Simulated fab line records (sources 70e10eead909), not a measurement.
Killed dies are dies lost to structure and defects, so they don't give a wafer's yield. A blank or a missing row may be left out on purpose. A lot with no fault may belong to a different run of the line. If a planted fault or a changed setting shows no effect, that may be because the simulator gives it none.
Problem report, 8D (eight disciplines) form, completed by code    flow nand_harc    the parts of the form that need people (team, actions taken, sign-off) are left out

1. WHAT IS WRONG
Mean of thk_nm at NHARC_A_ONON_D2_THK_MEAS_30: 1502 nm across 6 wafers in 2 lots; on wafers with no fault it is 1000 nm (standard deviation 10). Relative to the usual mean, that is a shift of +50 standard deviations.
The step: measures by ellipsometry.
Earliest sighting: wafer L773.2 on film_metro-01 at day 18 15:18. The record has a number at this step for 39 wafers belonging to 13 lots. By rule, "out" or "out of limits" means more than 4 standard deviations away from the usual mean. All remaining wafers that have a number are taken as sound.

2. WHAT IT IS AND WHAT IT IS NOT
question                     is                            is not
which readings at this step  thk_nm                        -
which lots                   L773, L774                    L761, L762, L763, L765, L766, L776, L779, L780, L781, L782, L783
which wafers of those lots   all that have a number        -
read on which gauges         film_metro-01, film_metro-02  -
when                         from day 18 15:18             up to then (15 sound wafers); but 18 sound wafers of L776, L779, L780, L781, L782, L783 came after

3. THE SUSPECTS, EACH WITH WHAT RULES IT OUT
Counting: a tool stays on the suspect list if, at a process step up to the reading, it processed all lots that are out and no sound lot following the first of them.
- the gauge at NHARC_A_ONON_D2_THK_MEAS_30 has been ruled out. The wafers that are out were read on 2 gauges (film_metro-01, film_metro-02).
- pecvd_onon-03 at NHARC_A_ONON_D2_DEP_28 (target thk 1000 nm): ruled out as a lasting fault. Following L773 (day 18 14:52), the first lot on it that is out, the sound lots L779, L783 were run on it.
Left after counting: nothing in the record.

4. THE CAUSE (what the simulator had put in)
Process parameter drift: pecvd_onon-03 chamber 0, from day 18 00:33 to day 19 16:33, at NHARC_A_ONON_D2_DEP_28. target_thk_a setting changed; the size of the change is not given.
It was ruled out by counting, in error; the rule expects a fault to strike all lots run on its tool from its start on, and this fault did not.

5. THE EFFECT CHAIN, in route order
Rows list readings where the struck wafers' mean (over those with a number) sits beyond 3 standard deviations from the usual. Readings are gone through only where the record gives a usual standard deviation; hours: the median, over the lots, of the time from a lot's start at the first step in this table giving one to that lot's start at this step; sigmas: the change measured in usual standard deviations.
hours  step                         reading          usual    on struck wafers  change  sigmas
0      NHARC_A_ONON_D2_THK_MEAS_30  thk_nm           1000 nm  1502              +502    +50
267    NHARC_END_SORT_01            killed_at_array  52       674               +622    +39
267    NHARC_END_SORT_01            killed_dies      57       677               +620    +39

6. HOW IT WOULD HAVE BEEN CAUGHT EARLIER
The first out-of-limits reading at a measuring or inspecting step in this record came at day 18 15:18, 15 hours after the fault's start at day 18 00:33.
